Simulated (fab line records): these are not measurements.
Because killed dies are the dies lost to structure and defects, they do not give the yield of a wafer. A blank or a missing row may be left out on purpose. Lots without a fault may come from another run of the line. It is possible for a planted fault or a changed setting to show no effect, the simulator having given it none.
Chamber matching	flow n5_finfet	rie_si-02 running N5_DUMMY_GATE_ETCH_44: 4 sister chambers
The step etches poly-Si in HBr/O2, stops on SiO2, target depth 127.5 nm. 7 wafers are shown with their chamber, then 7 later ones without.

## WAFERS, EACH WITH ITS CHAMBER
wafer	chamber	throttle_valve_pct (%)	drypump_motor_current_A (A)
L078.5	0	18.60	6.3
L080.1	1	19.04	6.2
L080.3	0	18.59	6.2
L083.4	3	18.54	5.7
L083.6	1	19.04	6.2
L085.1	2	18.53	5.6
L085.2	3	18.56	5.7

## WAFERS MISSING THEIR CHAMBER
wafer	throttle_valve_pct (%)	drypump_motor_current_A (A)
L085.5	18.54	5.8
L088.2	19.03	6.2
L088.4	18.55	5.6
L088.5	18.53	5.6
L092.1	18.53	5.6
L092.3	18.60	6.3
L092.4	18.56	5.8

## WHICH CHAMBER EACH ONE RAN IN
wafer	from the rows above	in truth
L085.5	3	3
L088.2	1	1
L088.4	can't be placed: 2 or 3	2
L088.5	2	2
L092.1	2	2
L092.3	0	0
L092.4	3	3
Placed correctly: 6 of 7. These rows do not allow placing 1 (true chamber among the candidates in 1). Wrongly placed: 0.
How it was worked out, from the rows above alone: a wafer's distance from a chamber is the root of the sum, over the readings, of the square of ((its reading less the chamber's mean) divided by the reading's scatter). If the next closest chamber is less than 2 further off than the closest, the wafer can't be placed; otherwise it belongs to the closest. The mean given for a chamber averages the wafers shown for that chamber. The scatter: take each reading less its chamber's mean, square it, sum over the shown wafers, divide by the number of wafers less the number of chambers, and take the root.
